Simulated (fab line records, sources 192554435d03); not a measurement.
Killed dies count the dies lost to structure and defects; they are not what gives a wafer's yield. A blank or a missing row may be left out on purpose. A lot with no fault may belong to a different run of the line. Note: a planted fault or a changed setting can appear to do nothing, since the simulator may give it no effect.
Split-lot trial :: flow n5-finfet :: 39 wafers read across 7 lots, on a route 1938 steps long

THE SPLIT ITSELF
At N5_FIN_SAQP_ETCH_69 (etches SOC in N2/H2, stops on SiNx, target depth 150 nm), the setting target-depth-a was moved away from the recipe's 1500 angstrom on 15 of the 39 wafers read, by -59.6% to +24.3%. This setting was run at the recipe's value on the other wafers.

The reading comes from the split's own step.

THE READING
etch.depth-nm (the simulator's own value, which no gauge read), in nm, at N5_FIN_SAQP_ETCH_69 (etches SOC in N2/H2, stops on SiNx, target depth 150 nm). The file does not state a usual value for it. Here, 24 wafers ran the recipe; their average is 54.30 nm with a standard deviation of 0.78 nm.

wafer: L076.1
tool, chamber at the split: rie-diel-05, 3
target-depth-a as run, angstrom: 1500
against the recipe: recipe
etch.depth-nm, nm: 53.73
against lot-mates on the recipe: -

wafer: L076.2
tool, chamber at the split: rie-diel-05, 1,2
target-depth-a as run, angstrom: 1500
against the recipe: recipe
etch.depth-nm, nm: 55
against lot-mates on the recipe: -

wafer: L076.5
tool, chamber at the split: rie-diel-05, 1,2
target-depth-a as run, angstrom: 1500
against the recipe: recipe
etch.depth-nm, nm: 55
against lot-mates on the recipe: -

wafer: L076.3
tool, chamber at the split: rie-diel-05, 2
target-depth-a as run, angstrom: 1500
against the recipe: recipe
etch.depth-nm, nm: 55
against lot-mates on the recipe: -

wafer: L076.4
tool, chamber at the split: rie-diel-05, 0
target-depth-a as run, angstrom: 1500
against the recipe: recipe
etch.depth-nm, nm: 54.32
against lot-mates on the recipe: -

wafer: L076.6
tool, chamber at the split: rie-diel-05, 3
target-depth-a as run, angstrom: 1500
against the recipe: recipe
etch.depth-nm, nm: 53.84
against lot-mates on the recipe: -

wafer: L084.1
tool, chamber at the split: rie-diel-03, 2
target-depth-a as run, angstrom: 1500
against the recipe: recipe
etch.depth-nm, nm: 54.21
against lot-mates on the recipe: -

wafer: L084.2
tool, chamber at the split: rie-diel-03, 3,0,1
target-depth-a as run, angstrom: 1822
against the recipe: +21.5%
etch.depth-nm, nm: 55
against lot-mates on the recipe: +0.66

wafer: L084.4
tool, chamber at the split: rie-diel-03, 3,0,1
target-depth-a as run, angstrom: 1822
against the recipe: +21.5%
etch.depth-nm, nm: 55
against lot-mates on the recipe: +0.66

wafer: L084.6
tool, chamber at the split: rie-diel-03, 3,0,1
target-depth-a as run, angstrom: 1822
against the recipe: +21.5%
etch.depth-nm, nm: 55
against lot-mates on the recipe: +0.66

wafer: L084.3
tool, chamber at the split: rie-diel-03, 1
target-depth-a as run, angstrom: 1500
against the recipe: recipe
etch.depth-nm, nm: 55
against lot-mates on the recipe: -

wafer: L084.5
tool, chamber at the split: rie-diel-03, 0
target-depth-a as run, angstrom: 1500
against the recipe: recipe
etch.depth-nm, nm: 53.8
against lot-mates on the recipe: -

wafer: L085.1
tool, chamber at the split: rie-diel-04, 0
target-depth-a as run, angstrom: 1500
against the recipe: recipe
etch.depth-nm, nm: 52.35
against lot-mates on the recipe: -

wafer: L085.2
tool, chamber at the split: rie-diel-04, 3,2,3
target-depth-a as run, angstrom: 1864
against the recipe: +24.3%
etch.depth-nm, nm: 55
against lot-mates on the recipe: +1.60

wafer: L085.3
tool, chamber at the split: rie-diel-04, 3,2,3
target-depth-a as run, angstrom: 1864
against the recipe: +24.3%
etch.depth-nm, nm: 55
against lot-mates on the recipe: +1.60

wafer: L085.6
tool, chamber at the split: rie-diel-04, 3,2,3
target-depth-a as run, angstrom: 1864
against the recipe: +24.3%
etch.depth-nm, nm: 55
against lot-mates on the recipe: +1.60

wafer: L085.4
tool, chamber at the split: rie-diel-04, 1
target-depth-a as run, angstrom: 1500
against the recipe: recipe
etch.depth-nm, nm: 55
against lot-mates on the recipe: -

wafer: L085.5
tool, chamber at the split: rie-diel-04, 0
target-depth-a as run, angstrom: 1500
against the recipe: recipe
etch.depth-nm, nm: 52.85
against lot-mates on the recipe: -

wafer: L088.1
tool, chamber at the split: rie-diel-04, 3
target-depth-a as run, angstrom: 1500
against the recipe: recipe
etch.depth-nm, nm: 54.93
against lot-mates on the recipe: -

wafer: L088.2
tool, chamber at the split: rie-diel-04, 0
target-depth-a as run, angstrom: 1014
against the recipe: -32.4%
etch.depth-nm, nm: 35.83
against lot-mates on the recipe: -18.91

wafer: L088.3
tool, chamber at the split: rie-diel-04, 2
target-depth-a as run, angstrom: 1500
against the recipe: recipe
etch.depth-nm, nm: 54.3
against lot-mates on the recipe: -

wafer: L088.4
tool, chamber at the split: rie-diel-04, 0
target-depth-a as run, angstrom: 1014
against the recipe: -32.4%
etch.depth-nm, nm: 36.14
against lot-mates on the recipe: -18.60

wafer: L088.5
tool, chamber at the split: rie-diel-04, 3
target-depth-a as run, angstrom: 1500
against the recipe: recipe
etch.depth-nm, nm: 55
against lot-mates on the recipe: -

wafer: L088.6
tool, chamber at the split: rie-diel-04, 2
target-depth-a as run, angstrom: 1014
against the recipe: -32.4%
etch.depth-nm, nm: 36.88
against lot-mates on the recipe: -17.86

wafer: L089.1
tool, chamber at the split: rie-diel-05, 2
target-depth-a as run, angstrom: 1500
against the recipe: recipe
etch.depth-nm, nm: 53.83
against lot-mates on the recipe: -

wafer: L089.3
tool, chamber at the split: rie-diel-05, 1
target-depth-a as run, angstrom: 1500
against the recipe: recipe
etch.depth-nm, nm: 54.14
against lot-mates on the recipe: -

wafer: L089.6
tool, chamber at the split: rie-diel-05, 2
target-depth-a as run, angstrom: 1500
against the recipe: recipe
etch.depth-nm, nm: 53.66
against lot-mates on the recipe: -

wafer: L090.1
tool, chamber at the split: rie-diel-04, 2
target-depth-a as run, angstrom: 1500
against the recipe: recipe
etch.depth-nm, nm: 54.6
against lot-mates on the recipe: -

wafer: L090.2
tool, chamber at the split: rie-diel-04, 1
target-depth-a as run, angstrom: 1500
against the recipe: recipe
etch.depth-nm, nm: 55
against lot-mates on the recipe: -

wafer: L090.6
tool, chamber at the split: rie-diel-04, 1
target-depth-a as run, angstrom: 1500
against the recipe: recipe
etch.depth-nm, nm: 55
against lot-mates on the recipe: -

wafer: L090.3
tool, chamber at the split: rie-diel-04, 3
target-depth-a as run, angstrom: 1074
against the recipe: -28.4%
etch.depth-nm, nm: 39.32
against lot-mates on the recipe: -15.55

wafer: L090.4
tool, chamber at the split: rie-diel-04, 0
target-depth-a as run, angstrom: 1074
against the recipe: -28.4%
etch.depth-nm, nm: 38.16
against lot-mates on the recipe: -16.71

wafer: L090.5
tool, chamber at the split: rie-diel-04, 0
target-depth-a as run, angstrom: 1074
against the recipe: -28.4%
etch.depth-nm, nm: 38.16
against lot-mates on the recipe: -16.71

wafer: L092.1
tool, chamber at the split: rie-diel-04, 0
target-depth-a as run, angstrom: 605.7
against the recipe: -59.6%
etch.depth-nm, nm: 21.49
against lot-mates on the recipe: -32.70

wafer: L092.2
tool, chamber at the split: rie-diel-04, 3
target-depth-a as run, angstrom: 605.7
against the recipe: -59.6%
etch.depth-nm, nm: 22.11
against lot-mates on the recipe: -32.08

wafer: L092.3
tool, chamber at the split: rie-diel-04, 1
target-depth-a as run, angstrom: 1500
against the recipe: recipe
etch.depth-nm, nm: 55
against lot-mates on the recipe: -

wafer: L092.4
tool, chamber at the split: rie-diel-04, 2
target-depth-a as run, angstrom: 605.7
against the recipe: -59.6%
etch.depth-nm, nm: 21.88
against lot-mates on the recipe: -32.31

wafer: L092.5
tool, chamber at the split: rie-diel-04, 3
target-depth-a as run, angstrom: 1500
against the recipe: recipe
etch.depth-nm, nm: 54.73
against lot-mates on the recipe: -

wafer: L092.6
tool, chamber at the split: rie-diel-04, 0
target-depth-a as run, angstrom: 1500
against the recipe: recipe
etch.depth-nm, nm: 52.83
against lot-mates on the recipe: -
If several chambers appear in one row, that row covers several wafers at once and the file leaves open which wafer was in which chamber.

THE FIT
A straight line over all 39 wafers: etch.depth-nm changes by +0.435 nm for each +1% of target-depth-a; r = +0.93; the points scatter about the line by 3.7 nm.
The same after taking each lot's own level away (the mean of its wafers on the recipe; 39 wafers): +0.443 nm for each +1%; r = +0.94; scatter 3.5 nm.
Per that fit: largest target-depth-a move, reading shift of 26 nm.
From 53.400 to 54.867 nm: that is the span of the lots' own levels, equal to 1.9 times the standard deviation above.
The two slopes agree, so the slope changes little with the lot-to-lot level.
Check: for one of the wafers moved furthest among these (-59.6%), held out of the fit, the line's prediction against its lot-mates is -28 nm. It came out at -32.7 nm against them.

THE WHOLE CHAIN: every reading that the file lists as answering this split, in the file's order
step: N5_FIN_SAQP_ETCH_69
what it does: etches SOC in N2/H2, stops on SiNx, target depth 150 nm
reading: SOC_of_FIN_SAQP_COAT_68.thk-nm (the simulator's own value, which no gauge read)
change (the file's fit): not straight: 61.93 at the lowest setting, 5.417 at the recipe, 0 at the highest
r (the file's): not given

step: N5_FIN_SAQP_ETCH_69
what it does: etches SOC in N2/H2, stops on SiNx, target depth 150 nm
reading: etch.depth-nm (the simulator's own value, which no gauge read)
change (the file's fit): +0.471 nm for each +1% of the setting
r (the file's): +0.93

FILE'S OWN FIT
etch.depth-nm changes by +0.471 nm for each +1% of target-depth-a, r = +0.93.
